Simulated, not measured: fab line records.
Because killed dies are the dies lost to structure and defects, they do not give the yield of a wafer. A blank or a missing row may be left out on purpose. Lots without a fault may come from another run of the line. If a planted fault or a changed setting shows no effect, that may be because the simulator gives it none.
Matching of chambers ; flow nand_harc ; NHARC_A_STAIRCASE_DESCUM_168 on rie_diel-05: 4 sister chambers
The step chemistry O2, time 3 s. 22 wafers are shown with their chamber, then 11 later ones without.

== EACH WAFER AND ITS CHAMBER ==
wafer;chamber;drypump_motor_current_A (A);showerhead_plenum_p_Torr (Torr);oes_product_au (a.u.)
L076.2;2;5.3;1.98;0.995
L076.3;1;5.5;2.03;1.008
L076.6;1;5.5;2.03;1.014
L078.1;0;6.2;1.99;0.993
L078.4;3;5.5;1.88;1.005
L078.5;2;5.3;1.98;1.010
L077.2;0;6.2;1.99;1.005
L077.3;2;5.3;1.98;1.012
L077.6;1;5.5;2.02;1.011
L080.3;2;5.3;1.98;1.005
L080.4;1;5.5;2.02;1.010
L080.5;2;5.3;1.98;0.994
L083.3;0;6.2;1.99;1.006
L083.4;2;5.3;1.98;1.010
L083.6;1;5.5;2.02;1.018
L086.2;2;5.3;1.97;1.007
L086.4;1;5.4;2.02;1.010
L086.6;3;5.5;1.88;1.003
L090.1;2;5.3;1.97;1.013
L090.2;0;6.2;1.98;1.012
L090.3;3;5.5;1.87;0.996
L091.2;2;5.3;1.97;1.005

SIGNATURES (means of the wafers above)
reading;chamber 0;chamber 1;chamber 2;chamber 3;scatter within a chamber
drypump_motor_current_A;6.200;5.483;5.300;5.500;0.0215
showerhead_plenum_p_Torr;1.9875;2.0233;1.9767;1.8767;0.00514
oes_product_au;1.00400;1.01183;1.00567;1.00133;0.00616
Rule: for each reading, subtract the chamber's mean from the wafer's reading, divide by that reading's scatter and square the result; add these up over the readings and take the root, which gives the wafer's distance from the chamber. If the next closest chamber is less than 2 further off than the closest, the wafer can't be placed; otherwise it belongs to the closest. The scatter is the square root of a quotient: the sum, over the shown wafers, of each reading's squared deviation from its chamber's mean, divided by wafers minus chambers.

== WAFERS MISSING THEIR CHAMBER ==
wafer;drypump_motor_current_A (A);showerhead_plenum_p_Torr (Torr);oes_product_au (a.u.)
L091.4;5.5;2.01;1.010
L091.5;5.5;1.87;1.003
L093.1;6.2;1.98;1.022
L093.2;5.5;1.87;1.011
L093.4;5.5;2.01;1.016
L092.2;5.3;1.97;1.006
L092.4;5.5;2.01;1.004
L092.5;5.3;1.97;1.004
L096.2;5.5;1.87;1.006
L096.4;6.2;1.97;1.003
L096.6;5.3;1.96;1.014

== WHICH CHAMBER EACH WENT THROUGH ==
wafer;from the rows above;in truth
L091.4;1;1
L091.5;3;3
L093.1;0;0
L093.2;3;3
L093.4;1;1
L092.2;2;2
L092.4;1;1
L092.5;2;2
L096.2;3;3
L096.4;0;0
L096.6;2;2
Correct placement for 11 of the 11. Can't be placed from these rows: 0. Number placed wrongly: 0.
